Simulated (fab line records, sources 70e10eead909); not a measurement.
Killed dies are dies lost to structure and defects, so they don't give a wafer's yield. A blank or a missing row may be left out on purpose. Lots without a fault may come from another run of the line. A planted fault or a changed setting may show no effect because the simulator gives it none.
Chamber matching | flow nand_harc | NHARC_P_ZERO_WELL_DESCUM_13 on rie_diel-05: 4 sister chambers
The step chemistry O2, time 3 s. 4 wafers are shown with their chamber, then 8 later ones without.

WAFERS WITH THEIR CHAMBER
wafer  | chamber | oes_product_au (a.u.)
L947.4 | 1       | 1.021
L948.2 | 3       | 1.001
L948.5 | 2       | 1.010
L950.1 | 0       | 1.008

WAFERS WITHOUT THEIR CHAMBER
wafer  | oes_product_au (a.u.)
L950.2 | 1.008
L950.3 | 1.013
L959.1 | 1.015
L959.3 | 0.984
L959.5 | 0.992
L964.3 | 0.993
L964.4 | 0.997
L964.6 | 1.031

WHICH CHAMBER EACH WENT THROUGH
wafer  | from the rows above               | in truth
L950.2 | can't be placed: 0 or 2 or 3 or 1 | 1
L950.3 | can't be placed: 2 or 0 or 1 or 3 | 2
L959.1 | can't be placed: 2 or 1 or 0 or 3 | 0
L959.3 | can't be placed: 3 or 0 or 2      | 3
L959.5 | can't be placed: 3 or 0 or 2      | 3
L964.3 | can't be placed: 3 or 0 or 2      | 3
L964.4 | can't be placed: 3 or 0 or 2      | 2
L964.6 | can't be placed: 1 or 2 or 0      | 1
Placed correctly: 0 of 8. Can't be placed from these rows: 8 (the true chamber is among the candidates in 8). Placed wrongly: 0.
How it was worked out, from the rows above alone: a wafer's distance from a chamber is the root of the sum, over the readings, of the square of ((its reading less the chamber's mean) divided by the reading's scatter). The wafer belongs to the nearest chamber; if the next one is less than 2 further off, it can't be placed. A chamber's mean is the mean of its shown wafers. The scatter: with one shown wafer a chamber, the root of the mean of the squares of how far each hidden wafer lies from its nearest shown one.
